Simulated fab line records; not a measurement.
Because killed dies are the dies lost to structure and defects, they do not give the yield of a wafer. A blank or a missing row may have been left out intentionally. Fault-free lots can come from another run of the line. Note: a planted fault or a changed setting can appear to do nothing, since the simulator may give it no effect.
Chamber matching -- flow nand harc -- NHARC_A_SLIT_DEP_23 on pecvd-01 has 3 sister chambers
The step deposits SiON, target thk 100 nm. 3 wafers are shown with their chamber, then 11 later ones without.

WAFERS WITH THEIR CHAMBER
wafer,chamber,heater power w (W)
L090.2,2,800
L090.5,1,637
L092.1,0,747

WAFERS WITHOUT THEIR CHAMBER
wafer,heater power w (W)
L092.2,776
L092.3,767
L093.1,685
L093.4,774
L093.6,734
L094.3,736
L094.4,758
L094.5,746
L097.4,761
L097.5,730
L097.6,821

WHICH CHAMBER EACH WENT THROUGH
wafer,from the rows above,in truth
L092.2,can't be placed: 2 or 0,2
L092.3,can't be placed: 0 or 2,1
L093.1,can't be placed: 1 or 0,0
L093.4,can't be placed: 2 or 0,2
L093.6,0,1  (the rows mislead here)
L094.3,0,0
L094.4,can't be placed: 0 or 2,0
L094.5,0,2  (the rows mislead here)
L097.4,can't be placed: 0 or 2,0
L097.5,0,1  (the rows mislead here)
L097.6,2,2
Correctly placed: 2 of 11. From these rows, 6 cannot be placed; in 5 the true chamber is one of the candidates. 3 placed wrongly.
How it was worked out, from the rows above alone: a wafer's distance from a chamber is the root of the sum, over the readings, of the square of ((its reading less the chamber's mean) divided by the reading's scatter). The wafer belongs to the nearest chamber; if the next one is less than 2 further off, it can't be placed. The mean given for a chamber averages the wafers shown for that chamber. The scatter: root of mean squared gap, hidden wafer to nearest shown wafer, with one shown wafer a chamber.
